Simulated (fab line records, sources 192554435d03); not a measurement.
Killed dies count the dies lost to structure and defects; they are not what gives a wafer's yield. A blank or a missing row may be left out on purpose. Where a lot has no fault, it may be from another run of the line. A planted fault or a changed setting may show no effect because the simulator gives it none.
fab line records	flow n5_finfet
[record] lots = 6	wafers = 17	last_day = 18
route steps=1938 shown BEOL_M0@729 BEOL_M4@1111 PASSIVATION@1936
lots with no fault: from the same line, run without faults
start_h: start of the lot's first displayed wafer, in hours after the record's first day	wait_h: hours since the lot's step before	" repeats the value in the row above	L1.1+2: several wafers, shown together as one row	- no value, or no start given	* or withheld: withheld	< > ~ a bound
route shown NAME@n: NAME is a module with steps in the file, n the number in the route of the first one	usual: mean/standard deviation taken from wafers without a fault	same: alike in all rows	chamber/n: place in a boat	sites: readings site by site	_std_site: the standard deviation of these	_edge_site: the outer-site mean with the inner-site mean subtracted	radius_mm: how far each site lies from the wafer's centre	mask NAME#n: copy n	behind: the most recent tool/chamber to have shaped the wafer	hold: the reason the lot was held/the length of the hold in hours/how it ended	device: the transistor (n, p or np) that didn't switch	end of line: the tests these same wafers got at the end of their route	where a step has no rows: the recipe by itself	killed: the dies lost at the first sort to structure and to defects; this is not the yield of the wafer	map: shows each die of a wafer: x if killed, . if not, _ if none is there
set.NAME: the run value of the setting; set.NAME@STEP: its run value at that earlier step	model.NAME: the simulator's own value behind a step, which no gauge read
lots seen at some steps along the route; tables by step, rows by wafer
services: when a tool's chamber went out of use (start_h, in hours from the record's first day, below 0 if earlier), for how many hours, and the reason
[[steps]]
[step N5_BEOL_M0_DEGAS_112]
[recipe] ambient = vacuum	temp_c = 250	time_s = 60
[usual] heater_power_w = 333/29	susceptor_temp_C = 249.99/0.17
lot.wafer	tool	chamber	start_h	wait_h	heater_power_w	susceptor_temp_C
L873.1	pvd_sputter-01	-	125.86	0.3	346	249.69
L873.3	"	-	"	"	342	250.10
L873.4	"	-	"	"	359	250.02
L882.1	pvd_sputter-02	-	184.21	0.4	364	249.82
L882.2	"	-	"	"	327	249.85
L882.6	"	-	"	"	333	250.01
L884.4	pvd_sputter-02	-	217.92	0.0	375	249.81
L884.5	"	-	"	"	317	249.84
L884.6	"	-	"	"	316	250.14
L890.2	pvd_sputter-02	-	250.77	1.1	361	250.17
L890.3	"	-	"	"	330	249.84
L888.1	pvd_sputter-02	-	253.89	0.0	372	249.98
L888.3	"	-	"	"	323	250.27
L888.5	"	-	"	"	333	249.54
L889.1	pvd_sputter-01	-	256.91	0.5	284	250.06
L889.2	"	-	"	"	339	250.14
L889.3	"	-	"	"	350	250.02
[step N5_BEOL_M0_PRE_CLEAN_113]
[recipe] gas = H2/He	time_s = 30	temp_c = 250
[step N5_BEOL_M0_ALD_136]
[recipe] material = TaN	target_thk_a = *	temp_c = 275	ald_precursor_family = PDMAT	ald_co_reactant = NH3	pressure_torr = 3	carrier_flow_sccm = 1500	pulse_time_s = 2	purge_time_s = 3	co_reactant_purge_time_s = 2	co_reactant_pulse_time_s = 3	ald_cycles = 30	precursor_vessel_temp_c = 75	precursor_vessel_pressure_torr = 26.25	precursor_vessel_carrier_sccm = 1000
[step N5_BEOL_M0_SURFACE_TREAT_137]
[recipe] gas = Ar	time_s = *	ion_energy_ev = *	ion_current_ma_cm2 = 0.5	pressure_mtorr = *	ar_flow_sccm = 30
[step N5_BEOL_M0_CVD_115]
[recipe] material = Co	target_thk_a = *	temp_c = withheld	precursor = CCTBA/H2	pressure_torr = 30	time_s = 120
[step N5_BEOL_M0_SPUTTER_116]
[recipe] material = Cu	target_thk_a = 40	temp_c = -20	chamber_pressure_pa = 0.07	power_w = withheld	time_s = 7.37
[usual] susceptor_temp_C = -20.00/0.1	throttle_valve_pct = 30.3/1.1
lot.wafer	tool	chamber	start_h	wait_h	susceptor_temp_C	throttle_valve_pct
L873.1	pvd_sputter-01	-	126.50	0.1	-19.97	30.9
L873.3	"	-	"	"	-20.12	31.4
L873.4	"	-	"	"	-20.14	31.2
L882.1	pvd_sputter-01	-	185.02	0.3	-20.15	31.3
L882.2	"	-	"	"	-19.88	31.4
L882.6	"	-	"	"	-19.97	31.3
L884.4	pvd_sputter-02	-	218.41	0.0	-19.84	29.4
L884.5	"	-	"	"	-20.03	29.3
L884.6	"	-	"	"	-20.06	29.2
L890.2	pvd_sputter-03	-	251.26	0.1	-20.01	29.6
L890.3	"	-	"	"	-20.07	32.7
L888.1	pvd_sputter-02	-	254.43	0.1	-19.99	29.3
L888.3	"	-	"	"	-19.91	28.6
L888.5	"	-	"	"	-19.92	28.9
L889.1	pvd_sputter-01	-	257.53	0.1	-19.98	30.1
L889.2	"	-	"	"	-20.05	31.1
L889.3	"	-	"	"	-19.95	31.3
[step N5_BEOL_M0_ANNEAL_117]
[recipe] temp_c = 400	time_s = 60	ambient = vacuum
[usual] heater_power_w = 832/77	susceptor_temp_C = 400.00/0.24
lot.wafer	tool	chamber	start_h	wait_h	heater_power_w	susceptor_temp_C
L873.1	pvd_sputter-01	-	126.58	0.0	913	399.66
L873.3	"	-	"	"	899	399.82
L873.4	"	-	"	"	699	399.68
L882.1	pvd_sputter-01	-	185.10	0.0	878	399.94
L882.2	"	-	"	"	712	399.56
L882.6	"	-	"	"	707	399.77
L884.4	pvd_sputter-02	-	218.49	0.0	921	399.95
L884.5	"	-	"	"	912	400.18
L884.6	"	-	"	"	810	400.05
L890.2	pvd_sputter-03	-	251.34	0.0	731	399.87
L890.3	"	-	"	"	970	399.69
L888.1	pvd_sputter-02	-	254.51	0.0	789	400.06
L888.3	"	-	"	"	814	400.20
L888.5	"	-	"	"	832	399.96
L889.1	pvd_sputter-01	-	257.61	0.0	852	400.44
L889.2	"	-	"	"	946	400.48
L889.3	"	-	"	"	868	399.14
[step N5_BEOL_M0_SPUTTER_132]
[recipe] material = Cu	target_thk_a = 40	temp_c = -20	chamber_pressure_pa = 0.07	power_w = withheld	time_s = 7.37
[usual] susceptor_temp_C = -20.01/0.11	throttle_valve_pct = 30.3/1.1
lot.wafer	tool	chamber	start_h	wait_h	susceptor_temp_C	throttle_valve_pct
L873.1	pvd_sputter-01	-	126.62	0.0	-20.04	31.3
L873.3	"	-	"	"	-19.85	31.2
L873.4	"	-	"	"	-19.99	31.2
L882.1	pvd_sputter-01	-	185.14	0.0	-20.07	30.8
L882.2	"	-	"	"	-20.04	31.6
L882.6	"	-	"	"	-20.26	31.4
L884.4	pvd_sputter-02	-	218.53	0.0	-19.92	29.5
L884.5	"	-	"	"	-19.91	29.4
L884.6	"	-	"	"	-19.90	29.1
L890.2	pvd_sputter-03	-	251.38	0.0	-19.85	29.6
L890.3	"	-	"	"	-20.01	32.8
L888.1	pvd_sputter-02	-	254.55	0.0	-20.09	29.1
L888.3	"	-	"	"	-20.11	28.4
L888.5	"	-	"	"	-20.08	28.8
L889.1	pvd_sputter-01	-	257.65	0.0	-20.08	30.1
L889.2	"	-	"	"	-19.87	31.1
L889.3	"	-	"	"	-20.03	30.9
[step N5_BEOL_M0_ANNEAL_133]
[recipe] temp_c = 400	time_s = 60	ambient = vacuum
[step N5_BEOL_M0_SPUTTER_134]
[recipe] material = Cu	target_thk_a = 40	temp_c = -20	chamber_pressure_pa = 0.07	power_w = withheld	time_s = 7.37
[step N5_BEOL_M0_ANNEAL_135]
[recipe] temp_c = 400	time_s = 60	ambient = vacuum
[usual] heater_power_w = 832/78	susceptor_temp_C = 400.01/0.22
lot.wafer	tool	chamber	start_h	wait_h	heater_power_w	susceptor_temp_C
L873.1	pvd_sputter-01	-	126.82	0.0	954	399.97
L873.3	"	-	"	"	860	400.12
L873.4	"	-	"	"	698	400.20
L882.1	pvd_sputter-01	-	185.34	0.0	869	400.07
L882.2	"	-	"	"	710	400.08
L882.6	"	-	"	"	691	399.87
L884.4	pvd_sputter-02	-	218.73	0.0	892	399.75
L884.5	"	-	"	"	899	400.17
L884.6	"	-	"	"	795	400.05
L890.2	pvd_sputter-03	-	251.58	0.0	744	400.16
L890.3	"	-	"	"	975	399.89
L888.1	pvd_sputter-02	-	254.75	0.0	794	399.75
L888.3	"	-	"	"	813	399.63
L888.5	"	-	"	"	805	400.27
L889.1	pvd_sputter-01	-	257.85	0.0	868	400.15
L889.2	"	-	"	"	908	399.92
L889.3	"	-	"	"	888	400.51
[step N5_BEOL_M0_SPUTTER_141]
[recipe] material = Cu	target_thk_a = 40	temp_c = -20	chamber_pressure_pa = 0.07	power_w = withheld	time_s = 7.37
[step N5_BEOL_M0_ECD_118]
[recipe] material = Cu	target_thk_a = 3000
lot.wafer	tool	chamber	start_h	wait_h	model.Cu_of_BEOL_M0_ECD_118.thk_nm
L873.1	ecd_cu-02	1	126.98	0.1	296.2
L873.3	"	0	"	"	298.4
L873.4	"	1	"	"	302.8
L882.1+6	ecd_cu-02	0,1	185.49	0.1	297.8
L882.2	"	1	"	"	298.8
L884.4	ecd_cu-01	0	218.90	0.1	304.2
L884.5	"	0	"	"	302.8
L884.6	"	1	"	"	299.4
L890.2	ecd_cu-02	0	251.74	0.1	303.6
L890.3	"	1	"	"	216.2
L888.1	ecd_cu-02	1	254.91	0.1	213.6
L888.3	"	1	"	"	218.2
L888.5	"	0	"	"	298.8
L889.1	ecd_cu-01	1	258.01	0.1	298
L889.2	"	0	"	"	301.4
L889.3	"	0	"	"	305
[step N5_BEOL_M0_ANNEAL_119]
[recipe] temp_c = 225	time_s = 90	ambient = N2
[step N5_BEOL_M0_CMP_120]
[recipe] stop_on = SiOC	t_overpolish_s = 6.9	down_force_psi = 1	platen_rpm = 50	clearing_platen_down_force_psi = 1.5	clearing_platen_rpm = 50	post_cmp_clean = cu_alkaline	clearing_platen_pad_velocity_m_s = 0.99484	pad_velocity_m_s = 0.99484
[usual] motor_current_A = 6.2/0.61	slurry_flow_ml_min = 150.1/0.53	time_to_endpoint_s = 61.3/2.6
lot.wafer	tool	chamber	start_h	wait_h	motor_current_A	slurry_flow_ml_min	time_to_endpoint_s
L873.1	cmp-04	2	127.67	0.3	7.6	150.1	60.4
L873.3	"	0	"	"	5.6	150.0	64.1
L873.4	"	1	"	"	6.8	150.8	61.8
L882.1	cmp-03	0	186.14	0.5	6.2	151.2	64.2
L882.2	"	3	"	"	5.4	150.0	63.9
L882.6	"	1	"	"	6.9	149.9	63.1
L884.4	cmp-01	2	219.34	0.2	5.4	150.2	64.5
L884.6	"	0	"	"	5.4	150.1	62.4
L884.5	"	1	"	"	6.2	150.2	64.9
L890.3	cmp-04	0	252.62	0.5	5.4	149.6	42.5
L890.2	"	1	"	"	6.5	149.5	60.5
L888.1	cmp-03	0	256.88	0.3	6.2	149.8	42.4
L888.3	"	1	"	"	7.0	150.2	44.5
L888.5	"	0	"	"	6.2	149.9	64.0
L889.2	cmp-04	3	258.49	0.3	6.3	149.3	57.3
L889.3	"	0	"	"	6.0	150.4	59.3
L889.1	"	2	"	"	7.0	150.4	58.6
[step N5_BEOL_M4_RC_MEAS_101]
[usual] DIBL_N = 37.2/2.1	DIBL_P = 37.3/2.3	IOFF_N = 0.18/0.041	IOFF_P = 0.24/0.042	ION_N = 680/13	ION_P = 466/7.7	SS_N = 71.8/0.68	SS_P = 73.5/0.66	VT_N = 249/3.6	VT_P = -248/3.4
lot.wafer	tool	chamber	start_h	wait_h	DIBL_N[mV/V]	DIBL_P[mV/V]	IOFF_N[nA/um]	IOFF_P[nA/um]	ION_N[uA/um]	ION_P[uA/um]	SS_N[mV/dec]	SS_P[mV/dec]	VT_N[mV]	VT_P[mV]
L873.1	prober-01	0	181.95	0.0	40.3	40.1	0.26	0.28	702	470	72.7	74.2	243	-248
L873.3	"	0	"	"	36.7	35.7	0.17	0.21	686	464	71.6	73.6	249	-251
L873.4	"	0	"	"	37.9	37.0	0.20	0.22	689	463	72.1	74.0	247	-251
L882.1	prober-01	0	229.21	0.2	38.3	37.2	0.19	0.24	686	468	71.4	73.2	245	-246
L882.2	"	0	"	"	38.0	35.8	0.16	0.20	676	460	71.5	73.0	252	-249
L882.6	"	0	"	"	38.4	35.9	0.15	0.20	665	453	71.1	72.9	252	-251
L884.4	prober-02	0	255.43	0.5	36.2	35.6	0.15	0.21	671	463	72.3	73.4	251	-248
L884.5	"	0	"	"	37.8	38.7	0.18	0.26	669	460	72.3	73.7	249	-249
L884.6	"	0	"	"	37.8	37.5	0.19	0.25	670	458	73.3	73.5	251	-247
L888.1	prober-01	0	305.27	0.0	37.9	39.1	0.20	0.27	687	473	72.3	73.9	249	-246
L888.3	"	0	"	"	35.1	35.8	0.14	0.22	650	460	70.6	73.3	251	-247
L888.5	"	0	"	"	36.0	36.8	0.16	0.23	673	468	71.4	73.3	250	-248
L890.2	prober-01	0	308.52	0.6	38.6	38.9	0.16	0.22	668	455	71.4	73.9	253	-252
L890.3	"	0	"	"	38.2	38.7	0.16	0.23	661	453	72.4	73.8	252	-253
L889.1	prober-01	0	316.30	0.0	37.4	39.8	0.20	0.28	684	477	72.2	74.0	248	-246
L889.2	"	0	"	"	37.5	39.5	0.21	0.27	694	473	72.8	73.7	247	-245
L889.3	"	0	"	"	37.1	39.2	0.20	0.28	698	483	72.2	73.8	244	-245
[step N5_PASSIVATION_PROBE_49]
[usual] defect_limited_yield = 91.0/1.6	killed_at_M0_to_M3 = 35/11	killed_at_M4_up = 14/5.3	killed_at_contacts = 13/6.7	killed_at_front_end = 41/12	killed_at_other = 3.9/2.7	killed_dies = 106/19	killed_on_rim = 14/4	killed_open = 70/14	killed_short = 35/8.8	sort_bin_5_function = 5.3/1	sort_bin_6_memory = 3.3/0.81	sort_n_pass = 1073/19	sort_yield_pct = 91.0/1.6
[same] gross_dies = 1180	killed_at_back_side = 0	sort_bin_4_leakage[%] = 0	sort_bin_8_speed[%] = 0
lot.wafer	tool	chamber	start_h	wait_h	defect_limited_yield[%]	killed_at_M0_to_M3	killed_at_M4_up	killed_at_contacts	killed_at_front_end	killed_at_other	killed_dies	killed_on_rim	killed_open	killed_short	sort_bin_5_function[%]	sort_bin_6_memory[%]	sort_n_pass	sort_yield_pct[%]
L882.1	prober-01	-	343.75	0.0	90.3	35	11	26	36	7	115	21	79	34	5.6	4.0	1065	90.3
L882.2	prober-01	-	343.80	0.1	90.2	62	6	11	30	7	116	22	72	42	4.7	4.6	1064	90.2
L882.6	prober-01	-	344.00	0.3	89.2	47	8	23	49	0	127	23	82	35	6.3	3.5	1053	89.2
L888.3	prober-02	-	409.05	0.1	87.4	35	11	25	72	6	149	25	87	51	7.3	4.1	1031	87.4
// killed by level:class
L882.1 MOL_CONTACT_COAG:geometric_particle:open=20 BEOL_M2:geometric_particle:open=14 FIN_SAQP:geometric_particle:short=7 FIN_SAQP:geometric_particle:open=7 BEOL_M3:geometric_particle:open=7 MOL_CONTACT_COAG:geometric_particle:short=6 BEOL_M1:geometric_particle:open=6 DUMMY_GATE:geometric_particle:open=5
L882.2 BEOL_M2:geometric_particle:open=16 BEOL_M1:geometric_particle:open=10 BEOL_M3:geometric_particle:open=9 BEOL_M2:geometric_particle:short=8 FIN_SAQP:geometric_particle:open=7 MOL_CONTACT_COAG:geometric_particle:open=7 STI_FIN_REVEAL:geometric_particle:open=6 BEOL_M0_SAQP:geometric_particle:short=6
L882.6 MOL_CONTACT_COAG:geometric_particle:open=21 STI_FIN_REVEAL:geometric_particle:open=14 BEOL_M2:geometric_particle:open=9 FIN_SAQP:geometric_particle:short=8 BEOL_M3:geometric_particle:open=8 BEOL_M0_SAQP:geometric_particle:open=8 BEOL_M0_SAQP:geometric_particle:short=8 HKMG_FIN:area_etch=8
L888.3 FIN_SAQP:geometric_particle:short=19 MOL_CONTACT_COAG:geometric_particle:open=19 BEOL_M0_SAQP:geometric_particle:open=13 DUMMY_GATE:geometric_particle:open=11 STI_FIN_REVEAL:geometric_particle:open=11 BEOL_M0_SAQP:geometric_particle:short=11 HKMG_FIN:area_etch=10 FIN_SAQP:geometric_particle:open=6
[[services]]
tool	chamber	start_h	hours	kind
cmp-01	-	117.11	0.3	repair
cmp-04	-	121.77	4.0	pm
cmp-04	-	125.77	-	consumable_replace:conditioner
cmp-04	-	125.77	-	consumable_replace:pad
cmp-01	-	133.97	1.9	repair
ecd_cu-01	-	137.33	5.5	pm
ecd_cu-02	-	139.15	2.7	repair
cmp-03	-	143.80	6.4	pm
cmp-04	-	152.37	1.0	repair
cmp-03	-	153.79	1.2	repair
ecd_cu-01	-	154.62	7.2	repair
cmp-01	-	170.58	1.5	repair
ecd_cu-02	-	175.01	2.4	repair
pvd_sputter-02	-	189.66	6.6	repair
cmp-03	-	201.22	11.4	pm
ecd_cu-02	-	218.56	0.8	repair
cmp-03	-	224.16	0.9	repair
ecd_cu-01	-	224.25	6.9	repair
cmp-01	-	229.23	4.0	pm
cmp-01	-	233.23	-	consumable_replace:conditioner
cmp-01	-	233.23	-	consumable_replace:pad
cmp-01	-	235.47	5.8	pm
cmp-01	-	243.11	1.0	repair
cmp-01	-	250.04	14.9	pm
[[key]]
[first_sign] step = N5_BEOL_M0_CMP_120	reading = time_to_endpoint_s	direction = down	sigmas = 6.9	usual = *	struck = *
effect none on later readings
[model_effect] step = N5_BEOL_M0_ECD_118	value = Cu_of_BEOL_M0_ECD_118.thk_nm	without = 302.6	struck = 216
met_at N5_BEOL_M0_ECD_118
struck_wafers L888.1,L888.3,L890.3
[baseline_loss] step = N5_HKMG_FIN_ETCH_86	wafers = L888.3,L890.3
onset_between 185.49 251.74
[fault] kind = process_parameter_drift	tool = ecd_cu-02	chamber = -	onset_h = 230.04	steps = N5_BEOL_M0_ECD_118	channel = target_thk_a	offset = *	shape = step	end_h = 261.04	scope = struck_wafers_only	acts_in = *	stated = *
// baseline_loss: these wafers lose ten dies or more at that step, a loss of the line's own and not of a fault; the sort's usual values leave them out
